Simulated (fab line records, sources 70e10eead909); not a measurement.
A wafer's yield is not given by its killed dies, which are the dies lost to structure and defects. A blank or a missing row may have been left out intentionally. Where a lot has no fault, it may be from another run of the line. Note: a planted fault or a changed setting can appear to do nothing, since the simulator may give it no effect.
A struck lot beside a sound one -- flow nand-harc -- 15 steps out of a route of 1159
Sound: these wafers, L513.1, L513.3, L513.5. Wafers struck: L516.2, L516.3, L516.4. The cause comes at the end.
For every step that has rows: the tool of each side, followed by ch and its chambers, followed by its first start. Under that, the readings that differ: sound wafers -- struck wafers -- difference of the means -- sigmas: that difference in standard deviations of wafers without a fault.
alike: words and numbers the same on both sides, and readings whose means are apart by under 2 such deviations; not compared: readings that were withheld, readings missing a value for some wafer, numbers with overlapping values and no deviation given by the record, and bounds like >300 which may hide the same value.
The two part at a step that has a row with sigmas, a row that says differs or no value, or rows on one side only. Numbers that have no deviation but don't overlap get no sigmas and don't part them. A reading missing from all wafers of one side parts the sides only when that side holds two or more wafers.

first, 8 steps without rows for these wafers: NHARC_A_SLIT_DEHYDRATE_01 (time 120 s); NHARC_A_SLIT_HMDS_02 (time 30 s); NHARC_A_SLIT_COAT_03 (resist thk 90 nm); NHARC_A_SLIT_SOFTBAKE_04 (time 55 s); NHARC_A_SLIT_EBR_05; NHARC_A_SLIT_EXPOSE_06 (exposes mask SLIT); NHARC_A_SLIT_PEB_07 (peb time 65 s); NHARC_A_SLIT_DEVELOP_08 (develop time 35 s).
NHARC_A_SLIT_CD_MEAS_09 targets a cd of 300 nm.
  sound on cd-sem-03 ch 0, day 16 09:22; struck on cd-sem-02 ch 0, day 17 10:05
  alike: cd-nm
NHARC_A_SLIT_OVL_MEAS_10:
  sound on overlay-02 at day 16 09:28; struck on overlay-01 at day 17 10:10
reading,sound,struck,difference,sigmas
overlay-y-nm (nm),-1.4 -1.3 -1.1,0.8 0.6 0.6,+1.9,+2
  alike: overlay-x-nm
NHARC_A_SLIT_INSPECT_11:
  sound on defect-inspect-01 at day 16 09:29; struck on defect-inspect-01 at day 17 10:12
  alike: raw-defect-count
NHARC_A_SLIT_DESCUM_14: chemistry O2, time 3 s.
  sound on rie-diel-09 ch 0,1, day 16 09:34; struck on rie-diel-06 ch 0,1,3, day 17 10:16
  alike: chamber-pressure-mTorr, drypump-motor-current-A, oes-product-au, rf-vpp-V, showerhead-plenum-p-Torr, throttle-valve-pct
  not compared: rf-hours-counter-h
NHARC_A_SLIT_ETCH_24: etches the open film in CF4/CHF3, target depth 121 nm, time 60.5 s.
  sound on rie-diel-09 ch 0,2, day 16 09:38; struck on rie-diel-06 ch 1,2,3, day 17 10:21
  no value came back on the struck wafers for any of 8 readings (bias-w (W), cf4-flow-sccm (sccm) and others); on the sound wafers bias-w (W) reads 200.3 201.0 200.0
  not compared: rf-hours-counter-h
NHARC_A_SLIT_ETCH_15: etches the open film in O2/COS, target depth 3200 nm, time 832 s.
  sound on rie-diel-09 ch 1,2,3; struck on rie-diel-06 ch 0,1,2, day 17 10:29
  alike: bias-w, chamber-pressure-mTorr, drypump-motor-current-A, oes-product-au, rf-vpp-V, showerhead-plenum-p-Torr, throttle-valve-pct
  not compared: rf-hours-counter-h
-- break in the record here, with 5 days between the starts of the struck wafers on either side (left off in module A_SLIT, picked up again in module END, where the first step shown is number 1159 on the route) --
NHARC_END_SORT_01:
  only the struck wafers appear in the record here, on prober-02 ch 0 at day 22 21:40; the sound ones have no rows

WHERE THEY PART
Earliest at NHARC_A_SLIT_OVL_MEAS_10; latest, in this record, at NHARC_END_SORT_01.

WHY: what had been put in by the simulator
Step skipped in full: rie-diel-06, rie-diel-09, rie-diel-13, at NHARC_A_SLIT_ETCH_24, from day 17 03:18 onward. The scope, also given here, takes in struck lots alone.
